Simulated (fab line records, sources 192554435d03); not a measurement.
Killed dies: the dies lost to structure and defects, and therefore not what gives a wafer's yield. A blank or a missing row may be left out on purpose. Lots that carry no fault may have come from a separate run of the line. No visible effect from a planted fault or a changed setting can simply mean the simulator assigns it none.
Which of the tools did it?    flow n5-finfet    at 1 step of a route of 1938, 11 lots with 33 wafers sampled

## WHAT THE GAUGES SHOWED, per wafer
N5_FIN_SAQP_CD_MEAS_27: target cd 20 nm.
lot   measured     on         cd-nm (nm)
L075  day 2 05:40  cd-sem-01  20.30 20.02 20.53
L078  day 3 00:17  cd-sem-02  20.27 20.47 20.05
L080  day 3 12:34  cd-sem-02  19.75 19.73 20.47
L082  day 3 23:49  cd-sem-01  20.43 20.60 20.00
L084  day 4 12:22  cd-sem-02  20.58 20.50 20.25
L086  day 5 01:44  cd-sem-02  19.94 20.25 20.54
L088  day 5 11:26  cd-sem-02  20.09 20.48 19.69
L091  day 6 06:01  cd-sem-01  20.22 19.74 20.08
L093  day 6 18:51  cd-sem-01  19.88 20.01 20.46
L095  day 7 06:06  cd-sem-01  20.26 20.06 20.24
L097  day 7 19:16  cd-sem-01  20.13 20.42 20.34

## EACH LOT AND THE TOOL THAT RAN IT (in order: tool; ch and the chambers of the sampled wafers; start)
There is no process step in the record ahead of these readings.

## THE ANSWER, worked out from the rows above alone
Rule: the lots themselves supply what counts as usual. The widest of any qualifying gaps counts: lots, ordered by their means at a reading, are off when they make up no more than a third of the lots, leave a main group of 4 or more, and stand apart from it by 3 or more times the standard deviation of that group's means. Not used: any main group whose means are identical at the precision the tables above print for the reading. Also off: a lot with no number at a reading for which 4 or more lots have one. Where the step has rows for the other lots, those lots are counted as sound.
No lot is off at any reading shown: from this, nothing can be told.

## WHAT THE SIMULATOR HAD PUT IN
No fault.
